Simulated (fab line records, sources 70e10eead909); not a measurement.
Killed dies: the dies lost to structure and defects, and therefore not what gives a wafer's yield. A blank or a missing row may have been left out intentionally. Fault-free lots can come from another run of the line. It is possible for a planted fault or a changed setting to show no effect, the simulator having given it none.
A struck lot beside a sound one | flow nand harc | 15 steps out of a route of 1302
Sound: the wafers L843.2, L843.4, L843.5. Struck: wafer L852.1. (L852.4 of the same lot was not struck and is left out.) The cause comes at the end.
Order at every step that has rows: each side's tool, ch and its chambers, its first start. Under that, the readings that differ: sound wafers | struck wafers | difference of the means | sigmas: that difference in standard deviations of wafers without a fault.
alike: words and numbers the same on both sides, and readings whose means are apart by under 2 such deviations; not compared: readings that were withheld, readings missing a value for some wafer, numbers with overlapping values and no deviation given by the record, and bounds like >300 which may hide the same value.
Wherever a step has rows on one side only, a row that says differs or no value, or a row with sigmas, the two part there. Numbers that have no deviation but don't overlap get no sigmas and don't part them. A reading that every wafer of one side lacks parts them only if that side has two wafers or more.

NHARC_A_ONON_D2_THK_MEAS_05: measures by ellipsometry.
  sound on film metro-02 at day 14 18:18; struck on film metro-02 at day 18 16:56
  alike: thk nm
then, 1 step without rows for these wafers: NHARC_A_ONON_D2_DEP_06 (target thk 1000 nm).
NHARC_A_ONON_D2_THK_MEAS_08: measures by ellipsometry.
  sound on film metro-01 at day 14 18:52; struck on film metro-02 at day 18 17:29
  alike: thk nm
then, 1 step without rows for these wafers: NHARC_A_ONON_D2_DEP_09 (target thk 1000 nm).
NHARC_A_ONON_D2_THK_MEAS_11: measures by ellipsometry.
  sound on film metro-02 at day 14 19:26; struck on film metro-01 at day 18 18:03
  alike: thk nm
then, 1 step without rows for these wafers: NHARC_A_ONON_D2_DEP_12 (target thk 1000 nm).
NHARC_A_ONON_D2_THK_MEAS_14: measures by ellipsometry.
  sound on film metro-02 at day 14 20:00; struck on film metro-01 at day 18 18:37
  alike: thk nm
then, 2 steps without rows for these wafers: NHARC_A_ONON_D2_ANNEAL_15 (time 3600 s); NHARC_A_ONON_D2_DEP_16 (target thk 1000 nm).
NHARC_A_ONON_D2_THK_MEAS_18: measures by ellipsometry.
  sound on film metro-02 at day 15 03:21; struck on film metro-01 at day 19 01:58
  alike: thk nm
then, 1 step without rows for these wafers: NHARC_A_ONON_D2_DEP_19 (target thk 1000 nm).
NHARC_A_ONON_D2_THK_MEAS_21: measures by ellipsometry.
  sound on film metro-02 at day 15 03:55; struck on film metro-02 at day 19 02:32
  alike: thk nm
NHARC_A_ONON_D2_DEP_22: target thk 1000 nm.
  sound on pecvd onon-01 ch 0, day 15 04:02; struck on pecvd onon-03 ch 0, day 19 02:36
  alike: n2o flow sccm
NHARC_A_ONON_D2_THK_MEAS_24: measures by ellipsometry.
  sound on film metro-01 at day 15 04:29; struck on film metro-02 at day 19 03:07
  reading     | sound          | struck | difference | sigmas
  thk nm (nm) | 1006 1008 1007 | 296    | -711       | -87
then, 1 step without rows for these wafers: NHARC_A_ONON_D2_DEP_25 (target thk 1000 nm).

WHERE THEY PART
Within this record, at NHARC_A_ONON_D2_THK_MEAS_24 only.

WHY: the cause the simulator had injected
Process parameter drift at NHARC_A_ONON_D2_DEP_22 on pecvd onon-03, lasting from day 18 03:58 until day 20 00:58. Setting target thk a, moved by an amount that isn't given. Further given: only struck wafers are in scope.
